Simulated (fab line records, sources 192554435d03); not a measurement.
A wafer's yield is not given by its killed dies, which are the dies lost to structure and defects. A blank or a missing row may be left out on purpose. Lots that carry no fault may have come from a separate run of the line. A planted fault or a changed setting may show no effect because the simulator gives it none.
The tool behind it: which one?	flow n5_finfet	9 lots with 27 wafers sampled at 5 steps, on a route of 1938 steps

## WHAT EACH GAUGE READ, for each wafer
N5_BEOL_M4_RC_MEAS_101. Usual: DIBL_N 36.0 mV/V, standard deviation 2.2; DIBL_P 36.2 mV/V, standard deviation 2.4; IOFF_N 0.16 nA/um, standard deviation 0.035; IOFF_P 0.21 nA/um, standard deviation 0.037; ION_N 672 uA/um, standard deviation 13; ION_P 461 uA/um, standard deviation 7; SS_N 71.4 mV/dec, standard deviation 0.69; SS_P 73.2 mV/dec, standard deviation 0.75; VT_N 250 mV, standard deviation 3.4; VT_P -251 mV, standard deviation 3.
lot	measured	on	DIBL_N (mV/V)	DIBL_P (mV/V)	IOFF_N (nA/um)	IOFF_P (nA/um)	ION_N (uA/um)	ION_P (uA/um)	SS_N (mV/dec)	SS_P (mV/dec)	VT_N (mV)	VT_P (mV)	flag
L138	day 9 13:01	prober-01	33.9 35.4 35.7	34.2 35.7 36.5	0.12 0.16 0.17	0.17 0.19 0.21	659 677 694	451 457 467	71.3 71.1 70.8	73.7 73.4 73.6	252 250 246	-257 -253 -252	
L139	day 9 15:42	prober-02	33.4 30.8 33.7	33.8 32.2 34.7	0.13 0.10 0.14	0.17 0.16 0.19	678 659 679	460 462 465	70.8 70.2 70.8	72.1 72.1 72.4	252 257 249	-251 -254 -253	
L144	day 10 19:05	prober-01	35.2 32.3 35.6	34.8 32.9 36.0	0.14 0.11 0.14	0.18 0.16 0.19	665 655 667	455 454 461	71.1 70.3 71.0	72.2 71.8 72.8	253 254 251	-255 -252 -254	
L145	day 10 19:42	prober-02	34.2 36.7 36.2	33.5 37.9 36.5	0.13 0.18 0.16	0.18 0.24 0.22	675 684 683	465 471 460	70.3 71.8 70.8	72.5 73.6 73.1	252 246 249	-250 -246 -250	
L147	day 11 21:04	prober-02	40.6 37.0 39.7	41.8 38.9 41.3	0.22 0.14 0.20	0.27 0.20 0.24	697 661 671	467 457 457	72.3 71.7 72.9	74.2 73.3 74.5	246 254 247	-247 -249 -249	
L153	day 13 11:36	prober-02	35.1 35.3 35.8	36.3 35.5 37.0	0.15 0.15 0.16	0.22 0.19 0.23	664 677 677	461 457 463	71.1 70.9 71.8	73.1 73.1 73.0	248 251 250	-250 -252 -248	
L159	day 14 21:56	prober-02	36.0 39.7 38.7	34.2 38.0 37.5	0.14 0.20 0.18	0.21 0.28 0.26	677 687 677	467 476 471	71.6 71.6 71.9	73.0 73.2 73.5	251 247 247	-244 -243 -245	
L160	day 15 02:20	prober-02	37.0 37.4 35.2	38.6 39.4 37.4	0.19 0.20 0.17	0.23 0.23 0.21	689 696 681	460 470 468	71.7 72.3 71.6	74.1 73.4 73.8	247 247 250	-250 -251 -251	
L161	day 15 05:06	prober-01	36.0 37.5 36.2	35.5 37.4 36.2	0.14 0.18 0.16	0.20 0.24 0.21	676 682 678	466 473 466	70.8 71.7 71.3	73.0 73.2 73.0	251 249 250	-249 -247 -248	

## EACH LOT AND THE TOOL THAT RAN IT (in order: tool; ch and the chambers of the sampled wafers; start)
lot	N5_STI_FIN_REVEAL_STRIP_24	N5_STI_FIN_REVEAL_OXIDATION_31	N5_DUMMY_GATE_COAT_35	N5_DUMMY_GATE_ETCH_37
L138	rie_diel-03 ch 0,1,3, day 2 09:57	plasma_asher-02 ch 1, day 2 12:20	litho_track-03 ch 0, day 2 22:45	rie_diel-05 ch 0,1,3, day 2 23:17
L139	rie_diel-03 ch 0,1, day 2 21:08	plasma_asher-02 ch 0,1, day 2 23:31	litho_track-03 ch 0, day 3 08:20	rie_diel-01 ch 0,1,3, day 3 08:53
L144	rie_diel-03 ch 0,1,2, day 3 22:49	plasma_asher-02 ch 0,1, day 4 01:11	litho_track-03 ch 0, day 4 10:19	rie_diel-01 ch 0,1,2, day 4 11:09
L145	rie_diel-06 ch 0,1, day 4 04:10	plasma_asher-01 ch 0,1, day 4 06:32	litho_track-03 ch 0, day 4 15:46	rie_diel-02 ch 0,1,3, day 4 16:26
L147	rie_diel-06 ch 0,1,2, day 4 16:56	plasma_asher-02 ch 0,1, day 4 19:18	litho_track-03 ch 0, day 5 04:55	rie_diel-05 ch 0,1,2, day 5 05:51
L153	rie_diel-04 ch 0,1,2, day 6 05:11	plasma_asher-02 ch 0,1, day 6 07:33	litho_track-01 ch 0, day 6 16:23	rie_diel-05 ch 1,2,3, day 6 16:56
L159	rie_diel-03 ch 1,2,3, day 7 17:35	plasma_asher-02 ch 1, day 7 19:56	litho_track-03 ch 0, day 8 04:47	rie_diel-02 ch 0,1,3, day 8 05:27
L160	rie_diel-06 ch 1,3, day 7 20:51	plasma_asher-02 ch 0,1, day 7 23:14	litho_track-01 ch 0, day 8 08:23	rie_diel-01 ch 0,1, day 8 09:46
L161	rie_diel-03 ch 0,2,3, day 8 03:23	plasma_asher-01 ch 0,1, day 8 05:45	litho_track-03 ch 0, day 8 14:38	rie_diel-02 ch 0,1, day 8 15:18
- N5_STI_FIN_REVEAL_STRIP_24: strips in N2/H2, time 90 s.
- N5_STI_FIN_REVEAL_OXIDATION_31: chemistry O2 PLASMA REMOTE, time 20 s.
- N5_DUMMY_GATE_COAT_35: time 60 s, resist thk 10 nm.
- N5_DUMMY_GATE_ETCH_37: etches SOC in N2/H2, target depth 60 nm, overetch 30 nm.

## AS READ BY THE TOOLS THEMSELVES (means over the sampled wafers that have a number; for cases with no such wafer, the mark the record gives instead)
N5_STI_FIN_REVEAL_STRIP_24. Usual: drypump_motor_current_A 5.7 A, standard deviation 0.5; oes_product_au 0.80 a.u., standard deviation 0.083; rf_vpp_V 45.3 V, standard deviation 0.8; showerhead_plenum_p_Torr 3.37 Torr, standard deviation 0.11; temp_c 40.01 C, standard deviation 0.12; throttle_valve_pct 12.11 %, standard deviation 0.26.
lot	tool	drypump_motor_current_A (A)	oes_product_au (a.u.)	rf_vpp_V (V)	showerhead_plenum_p_Torr (Torr)	temp_c (C)	throttle_valve_pct (%)	flag
L138	rie_diel-03	5.7	0.86	45.2	3.41	39.99	11.85	
L139	rie_diel-03	5.9	0.85	45.1	3.45	39.86	11.78	
L144	rie_diel-03	5.7	0.85	45.5	3.41	40.05	11.96	
L145	rie_diel-06	5.7	0.89	45.0	3.56	40.05	12.11	
L147	rie_diel-06	5.5	0.79	45.9	3.50	39.94	12.27	
L153	rie_diel-04	5.8	0.76	45.2	3.29	39.92	12.24	
L159	rie_diel-03	5.9	0.83	46.4	3.31	40.03	11.99	
L160	rie_diel-06	5.3	0.94	45.9	3.57	39.94	12.02	
L161	rie_diel-03	5.5	0.81	45.7	3.35	40.04	12.11	

N5_STI_FIN_REVEAL_OXIDATION_31. Usual: drypump_motor_current_A 6.37 A, standard deviation 0.083; heater_power_w 139 W, standard deviation 7.2; temp_c 150.00 C, standard deviation 0.14.
lot	tool	drypump_motor_current_A (A)	heater_power_w (W)	temp_c (C)	flag
L138	plasma_asher-02	6.42	150	150.00	
L139	plasma_asher-02	6.36	146	149.91	
L144	plasma_asher-02	6.30	143	150.00	
L145	plasma_asher-01	6.43	133	150.05	
L147	plasma_asher-02	6.32	143	150.00	
L153	plasma_asher-02	6.31	143	149.96	
L159	plasma_asher-02	6.44	151	149.74	
L160	plasma_asher-02	6.36	146	150.05	
L161	plasma_asher-01	6.41	133	149.96	

N5_DUMMY_GATE_COAT_35. Usual: spin_speed_rpm reads 1500.0 rpm (standard deviation 1.1).
lot	tool	spin_speed_rpm (rpm)	flag
L138	litho_track-03	1500.3	
L139	litho_track-03	1499.8	
L144	litho_track-03	1500.8	
L145	litho_track-03	1499.5	
L147	litho_track-03	1500.0	
L153	litho_track-01	1500.0	
L159	litho_track-03	1651.2	OFF
L160	litho_track-01	1499.3	
L161	litho_track-03	1651.0	OFF

N5_DUMMY_GATE_ETCH_37. Usual: drypump_motor_current_A 5.8 A, standard deviation 0.34; oes_product_au 0.61 a.u., standard deviation 0.067; rf_vpp_V 524.8 V, standard deviation 2.5; showerhead_plenum_p_Torr 2.57 Torr, standard deviation 0.088; temp_c 39.99 C, standard deviation 0.12; throttle_valve_pct 17.90 %, standard deviation 0.22.
lot	tool	drypump_motor_current_A (A)	oes_product_au (a.u.)	rf_vpp_V (V)	showerhead_plenum_p_Torr (Torr)	temp_c (C)	throttle_valve_pct (%)	flag
L138	rie_diel-05	6.0	0.59	525.9	2.60	40.03	17.86	
L139	rie_diel-01	6.0	0.68	526.3	2.61	39.94	17.98	
L144	rie_diel-01	6.0	0.61	523.9	2.54	40.01	18.06	
L145	rie_diel-02	5.8	0.64	527.4	2.66	40.01	17.92	
L147	rie_diel-05	5.7	0.59	523.5	2.53	39.94	17.75	
L153	rie_diel-05	5.6	0.58	523.5	2.52	39.92	17.74	
L159	rie_diel-02	5.8	0.69	526.2	2.65	40.00	17.83	
L160	rie_diel-01	6.0	0.59	524.9	2.61	39.98	18.24	
L161	rie_diel-02	5.6	0.68	525.8	2.61	39.90	17.77	

## THE ANSWER, worked out from the rows above alone
Rule: lot off if the mean of its wafers having a number is beyond 3 standard deviations from the usual mean. A lot without any number at a reading at which 4 lots or more have one is off too. All remaining lots with rows at the step are treated as sound. After the gauges, taken in route order, come the tools' own readings; for these a lot's mean is taken, as printed above. At the first step where some lot is off, the reading lying furthest off is the one used; lots without a number count as furthest.
Off: L159, L161, at N5_DUMMY_GATE_COAT_35 (spin_speed_rpm).
If a tool, at that step or one of the process steps before it, ran each lot that is off and ran no sound lot following the first of them, it fits. 2 tools fit, rie_diel-03 at N5_STI_FIN_REVEAL_STRIP_24 and litho_track-03 at N5_DUMMY_GATE_COAT_35, so this cannot tell which one it is.

## WHAT THE SIMULATOR PUT IN
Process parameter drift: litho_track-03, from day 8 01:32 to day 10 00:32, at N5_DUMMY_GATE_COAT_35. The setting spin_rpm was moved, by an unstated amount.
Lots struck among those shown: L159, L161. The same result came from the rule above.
